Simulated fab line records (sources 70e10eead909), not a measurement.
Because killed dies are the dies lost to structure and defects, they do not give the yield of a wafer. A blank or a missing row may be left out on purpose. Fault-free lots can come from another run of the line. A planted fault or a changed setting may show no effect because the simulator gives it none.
2 desks, one fault    flow nand-harc    each desk holds nothing but its own numbers, with what lay behind them at the end

## FROM THE METROLOGY DESK
What the gauges read for every lot (on any tool): the sampled wafers with a number, averaged. Any lot whose mean is over 4 standard deviations away from the usual mean is out of limits and marked OUT; that distance is given in the brackets.
Columns: A = cd-nm at NHARC_THIN_TSV_CD_MEAS_33, usual 5000.2 nm
lot   first seen here  A
L429  day 24 16:37     5000.2
L431  day 24 19:00     4999.8
L432  day 25 08:30     5002.2
L433  day 25 09:43     5000.5
L434  day 26 07:43     4997.1
L445  day 30 05:24     4999.5
L447  day 31 03:02     5001.6
L446  day 31 14:11     5000.2
L449  day 32 00:37     4998.6
L450  day 33 01:40     5001.5
L451  day 33 19:23     4997.2
L452  day 34 14:40     4999.9
This desk's verdict: no lot among the 12 shows anything out of limits.

## DESK OF THE TOOL OWNER: lpcvd-02
The tool's own readings at NHARC_A_STAIRCASE_CVD_552 (deposits SiNx, target thk 40 nm): means of the sampled wafers that have a number, for each lot that ran on this tool. Any lot whose mean is over 4 standard deviations away from the usual mean is out of limits and marked OUT; that distance is given in the brackets.
Columns: A = zone-power-bottom-pct at NHARC_A_STAIRCASE_CVD_552, usual 16.5 %
lot   first seen here  A
L432  day 18 21:41     15.9
L433  day 19 01:32     16.0
L438  day 21 14:14     18.4
L439  day 21 20:12     18.5
L450  day 26 18:16     18.1
L452  day 27 18:07     18.4
This desk's verdict: no lot among the 6 shows anything out of limits.

## BROUGHT TOGETHER
At the metrology desk, nothing out of limits was observed.
Nothing out of limits was seen by the tool owner's desk.

## WHAT THE SIMULATOR HAD PUT IN
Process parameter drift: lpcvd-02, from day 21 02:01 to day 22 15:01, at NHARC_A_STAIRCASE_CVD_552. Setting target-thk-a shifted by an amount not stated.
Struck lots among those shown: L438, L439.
